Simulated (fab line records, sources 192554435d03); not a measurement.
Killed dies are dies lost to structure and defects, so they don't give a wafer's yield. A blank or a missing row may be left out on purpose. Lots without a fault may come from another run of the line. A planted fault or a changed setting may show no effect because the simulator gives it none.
Chamber matching | flow n5_finfet | N5_BEOL_M9_CMP_52 on cmp-01: 4 sister chambers
The step polishes, stops on SiCOH lowk, t overpolish 7 s, target thk 140 nm. 27 wafers are shown with their chamber, then 12 later ones without.

WAFERS WITH THEIR CHAMBER
wafer  | chamber | motor_current_A (A) | barrier_field_endpoint_s (s) | time_to_endpoint_s (s)
L075.3 | 3       | 6.6                 | 28.8                         | 63
L075.4 | 1       | 7.3                 | 29.3                         | 64
L075.6 | 1       | 7.4                 | 29.3                         | 66
L074.1 | 2       | 5.2                 | 27.9                         | 66
L074.2 | 3       | 6.6                 | 27.9                         | 65
L074.4 | 0       | 6.4                 | 28.3                         | 60
L078.1 | 3       | 6.8                 | 29.1                         | 71
L078.2 | 0       | 6.4                 | 27.5                         | 61
L078.6 | 1       | 7.4                 | 29.3                         | 68
L081.2 | 2       | 5.4                 | 27.6                         | 63
L081.5 | 1       | 7.3                 | 28.6                         | 71
L081.6 | 2       | 5.4                 | 29.5                         | 66
L084.2 | 0       | 6.0                 | 28.1                         | 60
L084.3 | 3       | 6.5                 | 28.8                         | 69
L084.6 | 2       | 5.1                 | 28.4                         | 64
L086.2 | 2       | 5.7                 | 29.1                         | 69
L086.4 | 1       | 7.6                 | 30.9                         | 73
L086.6 | 1       | 7.7                 | 30.0                         | 72
L087.3 | 0       | 6.6                 | 27.3                         | 66
L087.5 | 3       | 6.7                 | 29.7                         | 73
L087.6 | 2       | 5.3                 | 30.3                         | 69
L085.1 | 1       | 7.4                 | 30.4                         | 73
L085.3 | 2       | 5.4                 | 29.0                         | 70
L085.4 | 0       | 6.4                 | 29.3                         | 69
L089.3 | 2       | 5.2                 | 29.7                         | 65
L089.4 | 1       | 7.7                 | 32.1                         | 72
L089.6 | 1       | 7.3                 | 31.3                         | 69

SIGNATURES (means of the wafers above)
reading                  | chamber 0 | chamber 1 | chamber 2 | chamber 3 | scatter within a chamber
motor_current_A          | 6.360     | 7.456     | 5.338     | 6.640     | 0.175
barrier_field_endpoint_s | 28.100    | 30.133    | 28.938    | 28.860    | 0.943
time_to_endpoint_s       | 63.20     | 69.78     | 66.50     | 68.20     | 3.4
Rule: a wafer's distance from a chamber is the root of the sum, over the readings, of the square of ((its reading less the chamber's mean) divided by the reading's scatter). The wafer belongs to the nearest chamber; if the next one is less than 2 further off, it can't be placed. The scatter: the root of (the sum of the squares of (reading less its chamber's mean) over the shown wafers, divided by (wafers less chambers)).

WAFERS WITHOUT THEIR CHAMBER
wafer  | motor_current_A (A) | barrier_field_endpoint_s (s) | time_to_endpoint_s (s)
L091.1 | 6.6                 | 30.2                         | 73
L091.2 | 6.5                 | 28.6                         | 66
L091.6 | 5.2                 | 30.2                         | 70
L092.1 | 6.6                 | 27.5                         | 66
L092.4 | 5.2                 | 28.5                         | 68
L092.6 | 5.6                 | 29.9                         | 72
L094.2 | 6.7                 | 28.8                         | 59
L094.3 | 5.4                 | 28.6                         | 65
L094.5 | 6.3                 | 28.0                         | 63
L096.4 | 5.3                 | 29.5                         | 65
L096.5 | 5.3                 | 28.7                         | 64
L096.6 | 6.7                 | 30.9                         | 71

WHICH CHAMBER EACH WENT THROUGH
wafer  | from the rows above     | in truth
L091.1 | can't be placed: 3 or 0 | 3
L091.2 | can't be placed: 3 or 0 | 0
L091.6 | 2                       | 2
L092.1 | can't be placed: 3 or 0 | 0
L092.4 | 2                       | 2
L092.6 | 2                       | 2
L094.2 | can't be placed: 0 or 3 | 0
L094.3 | 2                       | 2
L094.5 | 0                       | 0
L096.4 | 2                       | 2
L096.5 | 2                       | 2
L096.6 | can't be placed: 3 or 0 | 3
Placed correctly: 7 of 12. Can't be placed from these rows: 5 (the true chamber is among the candidates in 5). Placed wrongly: 0.
